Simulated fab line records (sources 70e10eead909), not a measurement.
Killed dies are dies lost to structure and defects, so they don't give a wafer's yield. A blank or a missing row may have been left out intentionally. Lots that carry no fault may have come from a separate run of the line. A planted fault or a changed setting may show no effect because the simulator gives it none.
Which tool is to blame?    flow nand_harc    24 lots with 72 wafers sampled at 2 steps, on a route of 1159 steps

## WHAT THE GAUGES SHOWED, per wafer
NHARC_A_M1_INSPECT_11.
lot   measured      on                 raw_defect_count
L074  day 18 03:03  defect_inspect-01  17 31 24
L075  day 18 03:50  defect_inspect-01  20 14 17
L077  day 18 13:13  defect_inspect-01  23 27 24
L076  day 18 13:29  defect_inspect-02  11 7 15
L078  day 18 20:11  defect_inspect-01  19 9 13
L080  day 19 10:43  defect_inspect-01  45 45 37
L081  day 19 14:10  defect_inspect-01  20 15 20
L082  day 19 21:38  defect_inspect-02  16 16 21
L083  day 19 22:03  defect_inspect-01  18 17 21
L084  day 20 06:07  defect_inspect-02  30 40 45
L079  day 20 06:16  defect_inspect-02  35 41 34
L086  day 20 08:13  defect_inspect-02  11 9 12
L088  day 20 08:53  defect_inspect-01  49 36 45
L085  day 20 14:37  defect_inspect-01  36 61 50
L087  day 20 20:26  defect_inspect-01  17 13 14
L089  day 21 04:59  defect_inspect-02  29 35 40
L090  day 21 18:46  defect_inspect-01  29 50 44
L091  day 21 23:17  defect_inspect-02  39 26 30
L092  day 22 00:51  defect_inspect-01  14 15 17
L093  day 22 01:26  defect_inspect-02  50 52 40
L095  day 22 06:26  defect_inspect-01  53 42 52
L094  day 22 07:01  defect_inspect-02  12 25 21
L096  day 22 22:31  defect_inspect-01  18 22 18
L097  day 24 06:07  defect_inspect-01  37 53 48

## WHICH TOOL RAN EACH LOT (tool, then ch and the chambers of the sampled wafers, then the start)
lot   NHARC_A_BLC_ETCH_18
L074  rie_diel-09 ch 0,1,2, day 18 03:03 or earlier
L075  rie_diel-04 ch 1,3, day 18 03:50 or earlier
L077  rie_diel-09 ch 2,3, day 18 13:13 or earlier
L076  rie_diel-03 ch 1,2, day 18 13:29 or earlier
L078  rie_diel-03 ch 2,3, day 18 20:11 or earlier
L080  rie_diel-03 ch 0,1,3, day 19 10:43 or earlier
L081  rie_diel-03 ch 1,3, day 19 14:10 or earlier
L082  rie_diel-09 ch 0,1,2, day 19 21:38 or earlier
L083  rie_diel-03 ch 0,1,2, day 19 22:03 or earlier
L084  rie_diel-09 ch 2,3, day 20 06:07 or earlier
L079  rie_diel-03 ch 1,2, day 20 06:16 or earlier
L086  rie_diel-09 ch 1,2,3, day 20 08:13 or earlier
L088  rie_diel-03 ch 0,1,2, day 20 08:53 or earlier
L085  rie_diel-09 ch 0,1,3, day 20 14:37 or earlier
L087  rie_diel-09 ch 0,2,3, day 20 20:26 or earlier
L089  rie_diel-03 ch 0,1,2, day 21 04:59 or earlier
L090  rie_diel-09 ch 0,1,2, day 21 18:46 or earlier
L091  rie_diel-03 ch 1,2, day 21 23:17 or earlier
L092  rie_diel-04 ch 1,3, day 22 00:51 or earlier
L093  rie_diel-09 ch 1,2,3, day 22 01:26 or earlier
L095  rie_diel-03 ch 0,1,2, day 22 06:26 or earlier
L094  rie_diel-09 ch 1,2,3, day 22 07:01 or earlier
L096  rie_diel-03 ch 0,1,2, day 22 22:31 or earlier
L097  rie_diel-03 ch 0,1,2, day 24 06:07 or earlier
- NHARC_A_BLC_ETCH_18: etches the open film in C4F8/O2/Ar, target depth 910 nm.

## WHAT THE TOOLS THEMSELVES READ (means of the sampled wafers that have a number; where no wafer has one, the mark that the record gives instead)
NHARC_A_BLC_ETCH_18.
lot   tool         bias_w (W)  oes_product_au (a.u.)  rf_vpp_V (V)
L074  rie_diel-09  1503        0.980                  975
L075  rie_diel-04  1503        0.922                  983
L077  rie_diel-09  1503        0.983                  972
L076  rie_diel-03  1502        0.977                  984
L078  rie_diel-03  1500        0.985                  982
L080  rie_diel-03  1498        0.967                  983
L081  rie_diel-03  1504        0.965                  986
L082  rie_diel-09  1505        0.968                  975
L083  rie_diel-03  1498        0.979                  980
L084  rie_diel-09  1498        0.961                  972
L079  rie_diel-03  1500        0.932                  982
L086  rie_diel-09  1499        0.965                  976
L088  rie_diel-03  1498        0.976                  980
L085  rie_diel-09  1498        0.959                  975
L087  rie_diel-09  1500        0.963                  972
L089  rie_diel-03  1504        0.958                  980
L090  rie_diel-09  1496        0.966                  974
L091  rie_diel-03  1497        0.928                  984
L092  rie_diel-04  1501        0.932                  982
L093  rie_diel-09  1502        0.949                  976
L095  rie_diel-03  1498        0.935                  980
L094  rie_diel-09  1497        0.953                  975
L096  rie_diel-03  1506        0.975                  981
L097  rie_diel-03  1498        0.925                  979

## THE ANSWER, worked out from the rows above alone
Rule: what is usual is taken from the lots themselves. Put in order of their means at a reading, lots are off if they are a third of the lots or fewer, leave a main group of 4 or more, and stand apart from it by a gap of 3 or more times the standard deviation of the main group's means; of several such gaps the widest counts. A main group whose means are all the same, to the digits that the tables above print for the reading, isn't used. Also off: a lot with no number at a reading for which 4 or more lots have one. Any other lot the step has rows for is counted as sound. The gauges are gone through in route order, then the tools' own readings, and for those a lot's mean is taken as printed above. At the first step where some lot is off, the reading lying furthest off is the one used; lots without a number count as furthest.
Across all readings shown, no lot is off: no conclusion can be drawn from this.

## WHAT THE SIMULATOR PUT IN
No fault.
